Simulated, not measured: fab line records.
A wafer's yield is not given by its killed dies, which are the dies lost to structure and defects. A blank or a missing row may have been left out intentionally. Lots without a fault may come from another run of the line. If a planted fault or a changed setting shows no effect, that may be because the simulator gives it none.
Chamber matching | flow nand_harc | NHARC_A_CHANNEL_HOLE_D1_ETCH_38 on rie_diel-01 has 4 sister chambers
The step etches the open film in CF4, target depth 39 nm, time 65 s. 18 wafers are shown with their chamber, then 9 later ones without.

WAFERS WITH THEIR CHAMBER
wafer  | chamber | drypump_motor_current_A (A) | rf_vpp_V (V) | throttle_valve_pct (%)
L075.4 | 1       | 4.8                         | 152.6        | 13.291
L075.5 | 1       | 4.8                         | 152.6        | 13.286
L075.6 | 0       | 6.1                         | 149.6        | 13.290
L078.2 | 1       | 4.8                         | 152.1        | 13.297
L078.3 | 0       | 6.0                         | 150.4        | 13.285
L078.4 | 3       | 5.8                         | 150.7        | 13.286
L079.1 | 3       | 5.7                         | 151.1        | 13.275
L079.3 | 0       | 6.1                         | 148.1        | 13.298
L079.4 | 1       | 4.8                         | 154.3        | 13.291
L082.1 | 0       | 6.0                         | 148.6        | 13.288
L082.2 | 1       | 4.8                         | 153.4        | 13.284
L082.3 | 3       | 5.8                         | 149.7        | 13.286
L088.4 | 2       | 6.0                         | 149.8        | 13.275
L088.5 | 1       | 4.8                         | 151.7        | 13.293
L088.6 | 0       | 6.1                         | 151.7        | 13.269
L091.2 | 1       | 4.8                         | 153.9        | 13.268
L091.3 | 2       | 6.0                         | 147.7        | 13.273
L091.6 | 0       | 6.1                         | 150.1        | 13.292

SIGNATURES, as means of the wafers listed above
reading                 | chamber 0 | chamber 1 | chamber 2 | chamber 3 | scatter within a chamber
drypump_motor_current_A | 6.067     | 4.800     | 6.000     | 5.767     | 0.0378
rf_vpp_V                | 149.750   | 152.943   | 148.750   | 150.500   | 1.11
throttle_valve_pct      | 13.28700  | 13.28714  | 13.27400  | 13.28233  | 0.00889
Rule: for each reading, subtract the chamber's mean from the wafer's reading, divide by that reading's scatter and square the result; add these up over the readings and take the root, which gives the wafer's distance from the chamber. The wafer belongs to the nearest chamber; if the next one is less than 2 further off, it can't be placed. How the scatter is found: for the shown wafers, subtract from each reading the mean of its chamber, square and add these, divide the total by (wafers less chambers), then take the root.

WAFERS WITHOUT THEIR CHAMBER
wafer  | drypump_motor_current_A (A) | rf_vpp_V (V) | throttle_valve_pct (%)
L095.3 | 5.8                         | 150.7        | 13.274
L095.5 | 6.0                         | 150.4        | 13.282
L095.6 | 4.8                         | 152.7        | 13.295
L096.1 | 6.0                         | 148.5        | 13.301
L096.2 | 6.1                         | 148.5        | 13.284
L096.4 | 4.8                         | 152.7        | 13.285
L096.3 | 5.8                         | 150.5        | 13.284
L096.5 | 6.0                         | 148.4        | 13.289
L096.6 | 5.8                         | 150.4        | 13.287

EACH ONE'S CHAMBER
wafer  | from the rows above     | in truth
L095.3 | 3                       | 3
L095.5 | can't be placed: 2 or 0 | 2
L095.6 | 1                       | 1
L096.1 | can't be placed: 0 or 2 | 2
L096.2 | can't be placed: 0 or 2 | 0
L096.4 | 1                       | 1
L096.3 | 3                       | 3
L096.5 | can't be placed: 2 or 0 | 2
L096.6 | 3                       | 3
Placed correctly: 5 of 9. Can't be placed from these rows: 4 (the true chamber is among the candidates in 4). 0 placed wrongly.
